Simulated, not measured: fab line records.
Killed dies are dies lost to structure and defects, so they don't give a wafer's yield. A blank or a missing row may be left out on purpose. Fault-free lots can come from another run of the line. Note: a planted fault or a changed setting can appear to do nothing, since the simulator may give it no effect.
Chamber matching :: flow n5_finfet :: 4 sister chambers for N5_SDB_CMP_30 on cmp-04
The step polishes, stops on poly-Si, t overpolish 1.54 s, target thk 30 nm. 4 wafers are shown with their chamber, then 8 later ones without.

## EACH WAFER AND ITS CHAMBER
wafer: L082.2
chamber: 3
motor_current_A (A): 11.8

wafer: L094.2
chamber: 1
motor_current_A (A): 10.1

wafer: L094.4
chamber: 0
motor_current_A (A): 13.8

wafer: L095.1
chamber: 2
motor_current_A (A): 13.6

## WAFERS MISSING THEIR CHAMBER
wafer: L095.2
motor_current_A (A): 10.7

wafer: L095.4
motor_current_A (A): 13.6

wafer: L097.1
motor_current_A (A): 13.5

wafer: L097.3
motor_current_A (A): 10.8

wafer: L097.4
motor_current_A (A): 12.0

wafer: L097.2
motor_current_A (A): 13.4

wafer: L097.5
motor_current_A (A): 10.4

wafer: L097.6
motor_current_A (A): 13.0

## EACH ONE'S CHAMBER
wafer: L095.2
from the rows above: can't be placed: 1 or 3
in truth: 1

wafer: L095.4
from the rows above: can't be placed: 2 or 0
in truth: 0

wafer: L097.1
from the rows above: can't be placed: 2 or 0
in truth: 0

wafer: L097.3
from the rows above: can't be placed: 1 or 3
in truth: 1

wafer: L097.4
from the rows above: 3
in truth: 3

wafer: L097.2
from the rows above: can't be placed: 2 or 0
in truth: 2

wafer: L097.5
from the rows above: 1
in truth: 1

wafer: L097.6
from the rows above: can't be placed: 2 or 0 or 3
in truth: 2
Placed correctly: 2 of 8. These rows do not allow placing 6 (true chamber among the candidates in 6). Number placed wrongly: 0.
How it was worked out, from the rows above alone: a wafer's distance from a chamber is the root of the sum, over the readings, of the square of ((its reading less the chamber's mean) divided by the reading's scatter). If the next closest chamber is less than 2 further off than the closest, the wafer can't be placed; otherwise it belongs to the closest. The mean given for a chamber averages the wafers shown for that chamber. The scatter: with one shown wafer a chamber, the root of the mean of the squares of how far each hidden wafer lies from its nearest shown one.
